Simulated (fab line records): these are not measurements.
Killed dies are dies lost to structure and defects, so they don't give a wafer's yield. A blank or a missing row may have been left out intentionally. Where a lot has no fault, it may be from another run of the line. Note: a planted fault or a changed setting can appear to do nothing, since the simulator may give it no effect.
fab line records | flow n5Finfet
[record] lots = 6 | wafers = 18 | lastDay = 16
route steps=1938 shown BEOL_M15@1796 PASSIVATION@1936
lots with no fault: from the same line, run without faults
startH: the number of hours between the record's first day and the start of the first shown wafer of the lot | waitH: hours from the lot's prior step to this one | " same as the row above | L1.1+2: a row that stands for several wafers | - either no value or no given start | * or withheld: withheld | < > ~ a bound
route shown NAME@n: names a module that has steps shown in the file, with the first one's number in the route | usual: the fault-free wafers' mean and standard deviation | same: alike in all rows | chamber/n: place in a boat | sites: per-site readings | _std_site: their standard deviation | _edge_site: inner sites' mean taken away from outer sites' mean | radiusMm: for every site, how far away it sits from the centre of the wafer | mask NAME#n: copy n | behind: the tool/chamber that last shaped the wafer | hold: cause of the lot's hold/its duration in hours/its outcome | device: whichever transistor did not switch (one of n, p or np) | end of line: the tests these same wafers got at the end of their route | a step without rows: its recipe alone | killed: dies lost to structure and defects at the first sort, not the wafer's yield | map: the dies of a wafer, with x for killed, . for not killed, _ for no die there
set.NAME: setting as actually run; set.NAME@STEP: the setting as run at that earlier step | model.NAME: the simulator's own value behind a step, which no gauge read
lots at some steps of the route; a table a step, a row a wafer
services: from which hour (startH, from the record's first day; less than 0 if before it) a tool's chamber was out of use, for how many hours, and why
[[steps]]
[step N5_BEOL_M15_COAT_60]
[recipe] resist = BARC | tempC = 205 | timeS = 60 | spinRpm = 1500 | resistThkNm = 89
[step N5_BEOL_M15_COAT_22]
[recipe] spinRpm = 1704 | resistThkNm = 800
[step N5_BEOL_M15_EBR_24]
[recipe] solvent = PGMEA | ebrWidthMm = 1.5
[step N5_BEOL_M15_SOFTBAKE_23]
[recipe] tempC = 130 | timeS = 60
[step N5_BEOL_M15_EXPOSE_25]
[recipe] maskId = M15 | na = 0.8 | sourceShape = annular | sigmaInner = 0.5 | sigmaOuter = 0.8 | polarization = unpolarized | targetCdNm = 400 | doseMj = 35.5
[step N5_BEOL_M15_PEB_26]
[recipe] pebTempC = 130 | pebTimeS = 90
[step N5_BEOL_M15_DEVELOP_27]
[recipe] developTimeS = 45 | rinseLiquid = diw | dry = airSpin | devTempC = 21
[step N5_BEOL_M15_HARDBAKE_32]
[recipe] tempC = 130 | timeS = 120
[step N5_BEOL_M15_CD_MEAS_28]
[recipe] targetCdNm = 407.6 | landingEnergyEv = 500 | detector = seInlens
[usual] cdNm = 407.0/2.7
lot.wafer | tool     | chamber | startH | waitH | cdNm
L116.1    | cdSem-02 | 0       | 278.86 | -     | 410.2
L116.3    | "        | 0       | "      | "     | 405.5
L116.5    | "        | 0       | "      | "     | 410.6
L121.1    | cdSem-02 | 0       | 308.60 | -     | 406.5
L121.4    | "        | 0       | "      | "     | 410.5
L121.5    | "        | 0       | "      | "     | 406.5
L122.2    | cdSem-03 | 0       | 328.53 | -     | 407.8
L122.5    | "        | 0       | "      | "     | 406.8
L122.6    | "        | 0       | "      | "     | 406.5
L123.4    | cdSem-02 | 0       | 328.83 | -     | 407.0
L123.5    | "        | 0       | "      | "     | 412.0
L123.6    | "        | 0       | "      | "     | 406.9
L130.1    | cdSem-02 | 0       | 362.91 | -     | 405.0
L130.3    | "        | 0       | "      | "     | 405.0
L130.5    | "        | 0       | "      | "     | 404.2
L131.3    | cdSem-02 | 0       | 372.26 | -     | 407.1
L131.5    | "        | 0       | "      | "     | 407.9
L131.6    | "        | 0       | "      | "     | 411.3
[step N5_BEOL_M15_OVL_MEAS_29]
[recipe] pointsPerWafer = 44
[usual] M15_OVL = 0/4.9
lot.wafer | tool       | chamber | startH | waitH | M15_OVL[nm]
L116.1    | overlay-01 | 0       | 278.89 | 0.0   | 4
L116.3    | "          | 0       | "      | "     | 0
L116.5    | "          | 0       | "      | "     | 1
L121.1    | overlay-01 | 0       | 308.63 | 0.0   | -2
L121.4    | "          | 0       | "      | "     | -4
L121.5    | "          | 0       | "      | "     | -1
L122.2    | overlay-01 | 0       | 328.56 | 0.0   | -1
L122.5    | "          | 0       | "      | "     | 7
L122.6    | "          | 0       | "      | "     | 6
L123.4    | overlay-02 | 0       | 328.85 | 0.0   | -1
L123.5    | "          | 0       | "      | "     | 0
L123.6    | "          | 0       | "      | "     | -9
L130.1    | overlay-02 | 0       | 362.94 | 0.0   | -7
L130.3    | "          | 0       | "      | "     | -12
L130.5    | "          | 0       | "      | "     | -2
L131.3    | overlay-01 | 0       | 372.29 | 0.0   | -5
L131.5    | "          | 0       | "      | "     | -7
L131.6    | "          | 0       | "      | "     | -6
[step N5_BEOL_M15_INSPECT_30]
[recipe] mode = adi | inspectInstrument = macro
[usual] rawDefectCount = 2.1/1.4
lot.wafer | tool             | chamber | startH | waitH | rawDefectCount
L116.1    | defectInspect-01 | -       | 278.91 | 0.0   | 2
L116.3    | "                | -       | "      | "     | 1
L116.5    | "                | -       | "      | "     | 1
L121.1    | defectInspect-02 | -       | 308.65 | 0.0   | 0
L121.4    | "                | -       | "      | "     | 5
L121.5    | "                | -       | "      | "     | 3
L122.2    | defectInspect-02 | -       | 328.58 | 0.0   | 1
L122.5    | "                | -       | "      | "     | 2
L122.6    | "                | -       | "      | "     | 4
L123.4    | defectInspect-01 | -       | 328.88 | 0.0   | 1
L123.5    | "                | -       | "      | "     | 1
L123.6    | "                | -       | "      | "     | 1
L130.1    | defectInspect-02 | -       | 362.97 | 0.0   | 3
L130.3    | "                | -       | "      | "     | 0
L130.5    | "                | -       | "      | "     | 2
L131.3    | defectInspect-02 | -       | 372.32 | 0.0   | 3
L131.5    | "                | -       | "      | "     | 3
L131.6    | "                | -       | "      | "     | 4
[step N5_BEOL_M15_DESCUM_33]
[recipe] chemistry = O2 | timeS = 7.9 | sourcePowerW = 50 | biasPowerW = 20 | pressureMtorr = 20 | rfFrequencyHz = 2.712e+07 | tempC = 40 | o2FlowSccm = 225
[usual] biasPowerW = 19.99/0.066 | drypumpMotorCurrentA = 5.7/0.35 | o2FlowSccm = 225.0/0.71 | oesProductAu = 0.81/0.066 | rfFwdPowerW = 49.25/0.28 | rfVppV = 243.5/1.1 | showerheadPlenumPTorr = 2.12/0.046 | throttleValvePct = 20.26/0.26
[same] timeS = 7.9
lot.wafer | tool       | chamber | startH | waitH | biasPowerW | drypumpMotorCurrentA | o2FlowSccm | oesProductAu | rfFwdPowerW | rfHoursCounterH | rfVppV | showerheadPlenumPTorr | throttleValvePct
L116.1    | rieDiel-01 | 0       | 279.39 | 0.5   | 20.11      | 5.6                  | 224.5      | 0.92         | 49.14       | 11              | 243.6  | 2.05                  | 20.09
L116.3    | "          | 3       | "      | "     | 19.91      | 6.2                  | 224.9      | 0.86         | 49.31       | 33              | 242.0  | 2.05                  | 20.09
L116.5    | "          | 0       | "      | "     | 20.04      | 5.6                  | 225.3      | 0.91         | 49.25       | -               | 242.4  | 2.05                  | 20.09
L121.1    | rieDiel-04 | 2       | 308.80 | 0.1   | 20.07      | 6.0                  | 225.9      | 0.89         | 49.13       | 42              | 244.0  | 2.13                  | 20.55
L121.4    | "          | 1       | "      | "     | 19.85      | 5.0                  | 224.0      | 0.71         | 49.03       | 208             | 245.3  | 2.14                  | 20.11
L121.5    | "          | 0       | "      | "     | 19.96      | 5.4                  | 224.7      | 0.70         | 49.60       | -               | 243.4  | 2.13                  | 20.35
L122.2    | rieDiel-05 | 2       | 328.61 | 0.0   | 19.87      | 5.7                  | 225.0      | 0.85         | 49.12       | 66              | 244.8  | 2.11                  | 20.08
L122.5    | "          | 2       | "      | "     | 19.81      | 5.6                  | 226.3      | 0.85         | 49.02       | -               | 242.9  | 2.11                  | 20.08
L122.6    | "          | 1       | "      | "     | 19.92      | 5.6                  | 225.2      | 0.82         | 49.28       | -               | 243.4  | 2.12                  | 20.30
L123.4    | rieDiel-05 | 2       | 328.93 | 0.0   | 19.98      | 5.6                  | 226.5      | 0.84         | 49.32       | -               | 243.0  | 2.11                  | 20.09
L123.5    | "          | 1       | "      | "     | 20.00      | 5.6                  | 224.3      | 0.81         | 49.42       | -               | 244.0  | 2.12                  | 20.30
L123.6    | "          | 3       | "      | "     | 20.08      | 5.7                  | 223.3      | 0.82         | 48.95       | -               | 244.0  | 2.11                  | 19.75
L130.1    | rieDiel-01 | 2       | 363.00 | 0.0   | 20.01      | 5.8                  | 225.6      | 0.82         | 49.73       | 90              | 242.3  | 2.06                  | 20.85
L130.3    | "          | 1       | "      | "     | 19.97      | 5.7                  | 225.3      | 0.80         | 48.78       | 117             | 246.4  | 2.20                  | 20.55
L130.5    | "          | 0       | "      | "     | 20.02      | 5.6                  | 225.0      | 0.85         | 49.46       | -               | 242.7  | 2.04                  | 20.13
L131.3    | rieDiel-01 | 3       | 372.36 | 0.0   | 20.04      | 6.2                  | 223.8      | 0.82         | 49.23       | 60              | 241.5  | 2.04                  | 20.10
L131.5    | "          | 0       | "      | "     | 19.95      | 5.6                  | 225.3      | 0.85         | 48.98       | -               | 241.5  | 2.04                  | 20.17
L131.6    | "          | 1       | "      | "     | 19.94      | 5.7                  | 224.7      | 0.78         | 48.99       | -               | 245.3  | 2.20                  | 20.55
[step N5_BEOL_M15_ETCH_61]
[recipe] chemistry = N2/H2 | target = BARC | targetDepthA = 890 | overetchA = 267 | timeS = 67.9 | ionEnergyEv = 200 | pressureMtorr = 30 | sourceW = 840 | biasW = 150 | n2FlowSccm = 200 | h2FlowSccm = 200
[usual] biasW = 150.0/0.43 | drypumpMotorCurrentA = 5.7/0.35 | h2FlowSccm = 200.0/0.67 | oesProductAu = 0.69/0.056 | rfFwdPowerW = 831/3.5 | rfVppV = 524.7/1.7 | showerheadPlenumPTorr = 2.56/0.064 | throttleValvePct = 17.66/0.27
[same] timeS = 67.9
lot.wafer | tool       | chamber | startH | waitH | biasW | drypumpMotorCurrentA | h2FlowSccm | oesProductAu | rfFwdPowerW | rfHoursCounterH | rfVppV | showerheadPlenumPTorr | throttleValvePct | model.coat_of_BEOL_M15_COAT_22.thkNm
L116.1    | rieDiel-01 | 0       | 279.42 | 0.0   | 149.6 | 5.7                  | 199.4      | 0.79         | 826         | 11              | 523.4  | 2.48                  | 17.40            | 716.6
L116.3    | "          | 3       | "      | "     | 150.0 | 6.2                  | 200.6      | 0.75         | 831         | 33              | 522.7  | 2.50                  | 17.62            | 716.8
L116.5    | "          | 0       | "      | "     | 149.7 | 5.6                  | 199.6      | 0.79         | 829         | -               | 522.3  | 2.48                  | 17.39            | 716
L121.1    | rieDiel-04 | 2       | 308.83 | 0.0   | 150.1 | 6.0                  | 200.8      | 0.75         | 831         | 42              | 525.9  | 2.57                  | 17.82            | 716
L121.4    | "          | 1       | "      | "     | 149.9 | 5.0                  | 200.8      | 0.61         | 830         | 208             | 526.1  | 2.65                  | 17.82            | 714.8
L121.5    | "          | 0       | "      | "     | 150.1 | 5.5                  | 200.4      | 0.61         | 834         | -               | 525.3  | 2.61                  | 17.83            | 718.8
L122.2    | rieDiel-05 | 2       | 328.65 | 0.0   | 149.8 | 5.6                  | 199.9      | 0.72         | 834         | 66              | 523.8  | 2.56                  | 17.59            | 719.2
L122.5    | "          | 2       | "      | "     | 149.9 | 5.7                  | 198.9      | 0.72         | 827         | -               | 524.9  | 2.56                  | 17.60            | 717.2
L122.6    | "          | 1       | "      | "     | 150.4 | 5.6                  | 201.5      | 0.69         | 831         | -               | 525.0  | 2.57                  | 17.79            | 720.6
L123.4    | rieDiel-05 | 2       | 328.97 | 0.0   | 149.4 | 5.7                  | 200.5      | 0.73         | 832         | -               | 525.8  | 2.56                  | 17.58            | 717.2
L123.5    | "          | 1       | "      | "     | 149.2 | 5.6                  | 199.2      | 0.69         | 833         | -               | 524.8  | 2.57                  | 17.80            | 719.6
L123.6    | "          | 3       | "      | "     | 150.4 | 5.8                  | 200.0      | 0.72         | 829         | -               | 523.9  | 2.57                  | 17.13            | 718
L130.1    | rieDiel-01 | 2       | 363.04 | 0.0   | 149.6 | 5.8                  | 200.2      | 0.69         | 837         | 90              | 522.4  | 2.46                  | 17.99            | 718.2
L130.3    | "          | 1       | "      | "     | 150.4 | 5.7                  | 199.9      | 0.67         | 826         | 117             | 525.8  | 2.67                  | 18.04            | 731
L130.5    | "          | 0       | "      | "     | 150.0 | 5.6                  | 199.7      | 0.74         | 833         | -               | 521.7  | 2.47                  | 17.41            | 730
L131.3    | rieDiel-01 | 3       | 372.39 | 0.0   | 150.3 | 6.2                  | 200.6      | 0.71         | 827         | 60              | 523.9  | 2.49                  | 17.67            | 727
L131.5    | "          | 0       | "      | "     | 149.6 | 5.6                  | 198.8      | 0.73         | 829         | -               | 521.7  | 2.46                  | 17.45            | 727
L131.6    | "          | 1       | "      | "     | 150.7 | 5.7                  | 199.6      | 0.68         | 831         | -               | 527.0  | 2.67                  | 18.05            | 720.8
[step N5_BEOL_M15_TRENCH_ETCH_34]
[recipe] chemistry = C4F8/O2/Ar | target = SiO2 | targetDepthA = 8729.3 | heInnerTorr = 15 | heOuterTorr = 30 | timeS = 199 | ionEnergyEv = 800 | pressureMtorr = 20 | sourceW = 1905 | biasW = 2040 | Ar_flow_sccm = 400 | C4F8_flow_sccm = 16 | O2_flow_sccm = 12
[usual] biasW = 2040/6.4 | drypumpMotorCurrentA = 5.7/0.35 | mfcArSccm = 400.2/1.2 | oesProductAu = 0.81/0.067 | rfFwdPowerW = 1899/5.6 | rfVppV = 2221/43 | showerheadPlenumPTorr = 3.48/0.066 | throttleValvePct = 30.74/0.25
[same] timeS = 199
lot.wafer | tool       | chamber | startH | waitH | biasW | drypumpMotorCurrentA | mfcArSccm | oesProductAu | rfFwdPowerW | rfHoursCounterH | rfVppV | showerheadPlenumPTorr | throttleValvePct
L116.1    | rieDiel-01 | 0       | 279.48 | 0.0   | 2026  | 5.6                  | 399.6     | 0.93         | 1904        | 11              | 2185   | 3.38                  | 30.58
L116.3    | "          | 3       | "      | "     | 2040  | 6.2                  | 398.4     | 0.89         | 1890        | 33              | 2157   | 3.40                  | 30.81
L116.5    | "          | 0       | "      | "     | 2036  | 5.6                  | 401.5     | 0.91         | 1900        | -               | 2183   | 3.38                  | 30.59
L121.1    | rieDiel-04 | 2       | 308.89 | 0.0   | 2040  | 6.0                  | 402.6     | 0.89         | 1907        | 42              | 2184   | 3.48                  | 30.92
L121.4    | "          | 1       | "      | "     | 2045  | 4.9                  | 398.8     | 0.73         | 1900        | 208             | 2252   | 3.49                  | 30.30
L121.5    | "          | 0       | "      | "     | 2035  | 5.5                  | 402.2     | 0.71         | 1896        | -               | 2203   | 3.53                  | 30.85
L122.2    | rieDiel-05 | 2       | 328.70 | 0.0   | 2043  | 5.7                  | 397.0     | 0.84         | 1893        | 66              | 2285   | 3.46                  | 30.42
L122.5    | "          | 2       | "      | "     | 2044  | 5.7                  | 399.7     | 0.84         | 1900        | -               | 2285   | 3.46                  | 30.44
L122.6    | "          | 1       | "      | "     | 2046  | 5.6                  | 399.6     | 0.81         | 1900        | -               | 2185   | 3.50                  | 30.96
L123.4    | rieDiel-05 | 2       | 329.07 | 0.1   | 2042  | 5.7                  | 399.5     | 0.84         | 1899        | -               | 2286   | 3.46                  | 30.44
L123.5    | "          | 1       | "      | "     | 2034  | 5.6                  | 400.6     | 0.80         | 1903        | -               | 2185   | 3.50                  | 30.94
L123.6    | "          | 3       | "      | "     | 2042  | 5.8                  | 399.5     | 0.82         | 1895        | -               | 2202   | 3.54                  | 30.60
L130.1    | rieDiel-01 | 2       | 363.09 | 0.0   | 2042  | 5.8                  | 400.3     | 0.81         | 1905        | 90              | 2227   | 3.36                  | 31.33
L130.3    | "          | 1       | "      | "     | 2039  | 5.7                  | 396.4     | 0.78         | 1888        | 117             | 2249   | 3.57                  | 30.85
L130.5    | "          | 0       | "      | "     | 2037  | 5.6                  | 400.9     | 0.85         | 1901        | -               | 2183   | 3.36                  | 30.60
L131.3    | rieDiel-01 | 3       | 372.45 | 0.0   | 2036  | 6.2                  | 399.7     | 0.84         | 1902        | 60              | 2155   | 3.38                  | 30.83
L131.5    | "          | 0       | "      | "     | 2043  | 5.6                  | 400.8     | 0.85         | 1908        | -               | 2183   | 3.36                  | 30.60
L131.6    | "          | 1       | "      | "     | 2039  | 5.7                  | 400.7     | 0.78         | 1897        | -               | 2248   | 3.57                  | 30.86
[step N5_PASSIVATION_PROBE_49]
[usual] defectLimitedYield = 91.4/1.4 | killed_at_M0_to_M3 = 34/8.9 | killed_at_M4_up = 13/4.6 | killedAtContacts = 12/5.5 | killedAtFrontEnd = 41/11 | killedAtOther = 3.1/2.9 | killedDies = 102/16 | killedOpen = 66/11 | killedShort = 34/7.6 | sort_bin_5_function = 5.1/0.89 | sort_bin_6_memory = 3.2/0.61 | sort_bin_8_speed = 0.02/0.12 | sortNPass = 1078/16 | sortYieldPct = 91.3/1.4
[same] grossDies = 1180 | killedAtBackSide = 0 | sort_bin_4_leakage[%] = 0
lot.wafer | tool      | chamber | startH | waitH | defectLimitedYield[%] | killed_at_M0_to_M3 | killed_at_M4_up | killedAtContacts | killedAtFrontEnd | killedAtOther | killedDies | killedOpen | killedShort | sort_bin_5_function[%] | sort_bin_6_memory[%] | sort_bin_8_speed[%] | sortNPass | sortYieldPct[%]
L122.2    | prober-01 | -       | 346.67 | 0.1   | 92.3                  | 24                 | 12              | 23               | 30               | 2             | 91         | 63         | 28          | 4.7                    | 2.6                  | 0                   | 1089      | 92.3
L122.5    | prober-01 | -       | 346.82 | 0.2   | 89.5                  | 35                 | 17              | 14               | 54               | 4             | 124        | 73         | 41          | 5.7                    | 3.6                  | 0                   | 1056      | 89.5
L122.6    | prober-01 | -       | 346.87 | 0.3   | 91.1                  | 25                 | 13              | 12               | 53               | 2             | 105        | 75         | 30          | 5.3                    | 3.5                  | 0                   | 1075      | 91.1
L130.1    | prober-01 | -       | 380.91 | 0.0   | 94.2                  | 19                 | 11              | 7                | 30               | 1             | 68         | 49         | 19          | 3.7                    | 1.9                  | 0                   | 1112      | 94.2
L130.3    | prober-01 | -       | 381.01 | 0.1   | 90.3                  | 26                 | 13              | 15               | 59               | 1             | 114        | 74         | 35          | 5.3                    | 3.4                  | 0                   | 1066      | 90.3
L130.5    | prober-01 | -       | 381.11 | 0.2   | 92.2                  | 21                 | 10              | 10               | 46               | 5             | 92         | 59         | 31          | 4.2                    | 3.0                  | 0                   | 1088      | 92.2
L131.3    | prober-02 | -       | 392.02 | 0.1   | 92.2                  | 42                 | 9               | 7                | 32               | 2             | 92         | 50         | 42          | 4.2                    | 3.2                  | 0                   | 1088      | 92.2
L131.5    | prober-02 | -       | 392.12 | 0.2   | 93.9                  | 25                 | 6               | 10               | 27               | 4             | 72         | 45         | 27          | 3.5                    | 2.3                  | 0                   | 1108      | 93.9
L131.6    | prober-02 | -       | 392.17 | 0.3   | 93.1                  | 36                 | 14              | 15               | 17               | 0             | 82         | 56         | 25          | 3.9                    | 2.5                  | 0                   | 1098      | 93.1
// killed by level:class
L122.2 MOL_CONTACT_COAG:geometricParticle:open=19 STI_FIN_REVEAL:geometricParticle:open=7 BEOL_M0_SAQP:geometricParticle:short=7 BEOL_M4:geometricParticle:open=7 FIN_SAQP:geometricParticle:open=5 FIN_SAQP:geometricParticle:short=4 MOL_CONTACT_COAG:geometricParticle:short=4 BEOL_M0_SAQP:geometricParticle:open=4
L122.5 FIN_SAQP:geometricParticle:open=14 BEOL_M0_SAQP:geometricParticle:open=13 MOL_CONTACT_COAG:geometricParticle:open=12 FIN_SAQP:geometricParticle:short=10 HKMG_FIN:areaEtch=9 BEOL_M1:geometricParticle:short=7 BEOL_M0_SAQP:geometricParticle:short=5 STI_FIN_REVEAL:geometricParticle:open=4
L122.6 FIN_SAQP:geometricParticle:open=15 STI_FIN_REVEAL:geometricParticle:open=13 MOL_CONTACT_COAG:geometricParticle:open=11 FIN_SAQP:geometricParticle:short=9 BEOL_M0_SAQP:geometricParticle:open=8 BEOL_M4:geometricParticle:open=7 BEOL_M0_SAQP:geometricParticle:short=5 STI_FIN_REVEAL:geometricParticle:short=4
L130.1 DUMMY_GATE:geometricParticle:open=8 MOL_CONTACT_COAG:geometricParticle:open=7 GATE_CUT:geometricParticle:short=7 BEOL_M0_SAQP:geometricParticle:open=5 BEOL_M2:geometricParticle:open=5 GATE_CUT:geometricParticle:open=4 STI_FIN_REVEAL:geometricParticle:open=3 BEOL_M3:geometricParticle:open=3
L130.3 STI_FIN_REVEAL:geometricParticle:open=23 MOL_CONTACT_COAG:geometricParticle:open=10 DUMMY_GATE:geometricParticle:open=8 BEOL_M0_SAQP:geometricParticle:short=7 STI_FIN_REVEAL:geometricParticle:short=6 MOL_CONTACT_COAG:geometricParticle:short=5 BEOL_M0_SAQP:geometricParticle:open=5 HKMG_FIN:areaEtch=5
L130.5 STI_FIN_REVEAL:geometricParticle:open=15 STI_FIN_REVEAL:geometricParticle:short=11 MOL_CONTACT_COAG:geometricParticle:open=8 BEOL_M0_SAQP:geometricParticle:open=8 BEOL_M0_SAQP:geometricParticle:short=5 DUMMY_GATE:geometricParticle:open=5 PASS1_DEP:geometricParticle:open=4 STARTING-WAFER:geometricParticle:open=4
L131.3 BEOL_M0_SAQP:geometricParticle:open=15 BEOL_M0_SAQP:geometricParticle:short=11 FIN_SAQP:geometricParticle:open=5 GATE_CUT:geometricParticle:short=5 MOL_CONTACT_COAG:geometricParticle:open=5 BEOL_M1:geometricParticle:open=5 FIN_SAQP:geometricParticle:short=4 FIN_CUT:geometricParticle:short=4
L131.5 STI_FIN_REVEAL:geometricParticle:open=6 MOL_CONTACT_COAG:geometricParticle:open=6 BEOL_M0_SAQP:geometricParticle:short=6 BEOL_M0_SAQP:geometricParticle:open=5 BEOL_M3:geometricParticle:open=5 MOL_CONTACT_COAG:geometricParticle:short=4 STI_FIN_REVEAL:geometricParticle:short=3 GATE_CUT:geometricParticle:open=3
L131.6 MOL_CONTACT_COAG:geometricParticle:open=11 BEOL_M0_SAQP:geometricParticle:open=10 BEOL_M0_SAQP:geometricParticle:short=9 BEOL_M2:geometricParticle:open=7 BEOL_M1:geometricParticle:open=5 FIN_SAQP:geometricParticle:short=4 MOL_CONTACT_COAG:geometricParticle:short=4 BEOL_M4:geometricParticle:open=4
[[services]]
tool       | chamber | startH | hours | kind
rieDiel-01 | 2       | 279.08 | 5.3   | repair
rieDiel-05 | 0       | 301.90 | 5.6   | repair
rieDiel-05 | 0       | 319.78 | -     | clean
rieDiel-05 | 0       | 319.78 | -     | consumableReplace:focusRing
rieDiel-05 | 0       | 319.78 | 18.1  | scheduledDown
rieDiel-05 | 0       | 319.78 | 18.1  | ventCycle
rieDiel-01 | 3       | 339.32 | 3.9   | repair
rieDiel-05 | 1       | 352.70 | 1.2   | repair
rieDiel-01 | 2       | 358.50 | 3.5   | repair
rieDiel-04 | 2       | 368.45 | 6.1   | repair
rieDiel-05 | 2       | 370.24 | 2.6   | repair
[[key]]
firstSign none at tools or gauges
[modelEffect] step = N5_BEOL_M15_ETCH_61 | value = coat_of_BEOL_M15_COAT_22.thkNm | without = 719.4 | struck = 728.8
metAt N5_BEOL_M15_ETCH_61
struckWafers L130.3,L130.5,L131.3,L131.5
onsetBetween 279.42 363.04
[fault] kind = processParameterDrift | tool = rieDiel-01 | chamber = - | onsetH = 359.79 | steps = N5_BEOL_M15_ETCH_61 | channel = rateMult | offset = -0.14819 | shape = step | endH = 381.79 | scope = struckWafersOnly
